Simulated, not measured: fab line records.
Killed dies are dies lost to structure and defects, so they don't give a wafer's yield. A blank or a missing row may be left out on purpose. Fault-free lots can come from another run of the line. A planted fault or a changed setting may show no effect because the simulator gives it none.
Chamber matching ; flow n5-finfet ; 4 sister chambers for N5_BEOL_M0_ETCH_128 on rie-diel-04
The step etches SiCN in CF4/N2, target depth 12 nm, overetch 5.1 nm, time 21.4 s. 8 wafers are shown with their chamber, then 8 later ones without.

== EACH WAFER AND ITS CHAMBER ==
wafer;chamber;throttle-valve-pct (%);drypump-motor-current-A (A)
L077.5;0;15.00;5.8
L085.2;1;15.75;6.2
L088.2;0;15.03;5.8
L088.6;3;15.43;5.5
L090.1;3;15.45;5.5
L090.3;1;15.76;6.1
L090.5;2;15.61;5.6
L092.1;2;15.63;5.6

== WAFERS WITH NO CHAMBER GIVEN ==
wafer;throttle-valve-pct (%);drypump-motor-current-A (A)
L092.3;15.78;6.1
L092.5;15.63;5.6
L093.3;15.78;6.2
L093.4;15.45;5.5
L093.6;15.79;6.2
L095.2;15.08;5.8
L095.4;15.46;5.5
L095.5;15.78;6.2

== EACH ONE'S CHAMBER ==
wafer;from the rows above;in truth
L092.3;1;1
L092.5;2;2
L093.3;1;1
L093.4;3;3
L093.6;1;1
L095.2;0;0
L095.4;3;3
L095.5;1;1
Placed correctly: 8 of 8. Can't be placed from these rows: 0. 0 placed wrongly.
How it was worked out, from the rows above alone: a wafer's distance from a chamber is the root of the sum, over the readings, of the square of ((its reading less the chamber's mean) divided by the reading's scatter). If the next closest chamber is less than 2 further off than the closest, the wafer can't be placed; otherwise it belongs to the closest. A chamber's mean is the mean of its shown wafers. How the scatter is found: for the shown wafers, subtract from each reading the mean of its chamber, square and add these, divide the total by (wafers less chambers), then take the root.
